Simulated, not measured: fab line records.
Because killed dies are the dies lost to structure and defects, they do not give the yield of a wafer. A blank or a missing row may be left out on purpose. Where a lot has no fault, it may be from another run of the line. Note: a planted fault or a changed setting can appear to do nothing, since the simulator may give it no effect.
The same fault as seen by 2 desks | flow n5 finfet | only its own numbers are on each desk; what lay behind them is given at the end

THE TOOL OWNER'S DESK: ald sin-03
The tool's own readings at N5_BEOL_M1_ALD_98 (deposits SiO2, target thk 2.5 nm, pulse time 1 s, co reactant pulse time 1 s): means of the sampled wafers that have a number, for each lot that ran on this tool. If a lot's mean is further than 4 standard deviations from the usual mean, the lot is out of limits and carries the mark OUT (the distance appears in the brackets).
Columns: A = heater power outer w at N5_BEOL_M1_ALD_98, usual 38 W; B = heater power w at N5_BEOL_M1_ALD_98, usual 74 W; C = precursor pulse height rel at N5_BEOL_M1_ALD_98, usual 0.999
lot  | first seen here | A  | B  | C
L332 | day 7 11:11     | 36 | 69 | 1.009
L335 | day 7 23:15     | 37 | 73 | 1.011
L343 | day 9 22:58     | 32 | 66 | 0.998
L344 | day 10 09:11    | 36 | 72 | 1.010
L346 | day 10 18:43    | 36 | 69 | 1.013
This desk's finding: nothing out of limits on any of the 5 lots.

FROM THE METROLOGY DESK
What the gauges read, lot by lot, whatever tool the lot ran on: means of the sampled wafers that have a number. If a lot's mean is further than 4 standard deviations from the usual mean, the lot is out of limits and carries the mark OUT (the distance appears in the brackets). 7 of its 10 readings are shown, namely those furthest out on some lot.
Columns: A = DIBL_N at N5_BEOL_M4_RC_MEAS_101, usual 35.9 mV/V; B = DIBL_P at N5_BEOL_M4_RC_MEAS_101, usual 35.6 mV/V; C = IOFF_N at N5_BEOL_M4_RC_MEAS_101, usual 0.149 nA/um; D = IOFF_P at N5_BEOL_M4_RC_MEAS_101, usual 0.20 nA/um; E = ION_P at N5_BEOL_M4_RC_MEAS_101, usual 460 uA/um; F = SS_N at N5_BEOL_M4_RC_MEAS_101, usual 71.4 mV/dec; G = VT_P at N5_BEOL_M4_RC_MEAS_101, usual -251 mV
lot  | first seen here | A    | B    | C     | D    | E   | F    | G
L329 | day 7 22:20     | 35.7 | 35.3 | 0.145 | 0.20 | 459 | 71.0 | -250
L332 | day 9 00:58     | 33.6 | 34.2 | 0.123 | 0.18 | 457 | 71.0 | -253
L333 | day 9 07:43     | 35.5 | 33.2 | 0.133 | 0.17 | 458 | 71.0 | -252
L335 | day 9 13:25     | 36.4 | 35.4 | 0.152 | 0.22 | 467 | 71.5 | -248
L337 | day 10 06:55    | 34.2 | 33.9 | 0.133 | 0.18 | 464 | 70.8 | -250
L343 | day 11 17:20    | 37.1 | 36.0 | 0.155 | 0.18 | 463 | 71.8 | -253
L344 | day 11 18:13    | 36.8 | 35.2 | 0.137 | 0.18 | 456 | 71.1 | -252
L346 | day 12 13:02    | 35.5 | 35.0 | 0.125 | 0.17 | 458 | 71.0 | -255
L351 | day 13 15:45    | 35.1 | 34.4 | 0.141 | 0.18 | 459 | 71.5 | -251
This desk's finding: nothing out of limits on any of the 9 lots.

TAKEN TOGETHER
The tool owner's desk saw nothing out of limits.
From the metrology desk's view, nothing was out of limits.

WHAT THE SIMULATOR PUT IN
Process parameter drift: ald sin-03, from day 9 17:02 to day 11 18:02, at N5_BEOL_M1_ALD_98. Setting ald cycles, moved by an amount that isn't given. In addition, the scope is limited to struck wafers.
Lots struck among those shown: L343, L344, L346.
